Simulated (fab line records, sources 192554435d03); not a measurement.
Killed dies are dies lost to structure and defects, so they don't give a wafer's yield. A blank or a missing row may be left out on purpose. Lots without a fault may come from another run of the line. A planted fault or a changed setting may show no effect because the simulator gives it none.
Chamber matching | flow n5_finfet | N5_BEOL_M6_ETCH_62 on rie_diel-06: 4 sister chambers
The step etches SOC in N2/H2, target depth 110 nm, overetch 22 nm, time 165 s. 4 wafers are shown with their chamber, then 9 later ones without.

WAFERS WITH THEIR CHAMBER
wafer  | chamber | drypump_motor_current_A (A)
L080.2 | 1       | 5.6
L088.1 | 3       | 5.7
L088.3 | 0       | 4.8
L088.4 | 2       | 6.4

WAFERS WITHOUT THEIR CHAMBER
wafer  | drypump_motor_current_A (A)
L093.1 | 6.4
L093.2 | 5.7
L093.6 | 5.5
L095.1 | 5.6
L095.3 | 5.7
L095.5 | 5.7
L097.1 | 4.8
L097.2 | 6.4
L097.4 | 5.6

WHICH CHAMBER EACH WENT THROUGH
wafer  | from the rows above | in truth
L093.1 | 2                   | 2
L093.2 | 3                   | 3
L093.6 | 1                   | 1
L095.1 | 1                   | 1
L095.3 | 3                   | 3
L095.5 | 3                   | 3
L097.1 | 0                   | 0
L097.2 | 2                   | 2
L097.4 | 1                   | 1
Placed correctly: 9 of 9. Can't be placed from these rows: 0. Placed wrongly: 0.
How it was worked out, from the rows above alone: a wafer's distance from a chamber is the root of the sum, over the readings, of the square of ((its reading less the chamber's mean) divided by the reading's scatter). The wafer belongs to the nearest chamber; if the next one is less than 2 further off, it can't be placed. A chamber's mean is the mean of its shown wafers. The scatter: with one shown wafer a chamber, the root of the mean of the squares of how far each hidden wafer lies from its nearest shown one.
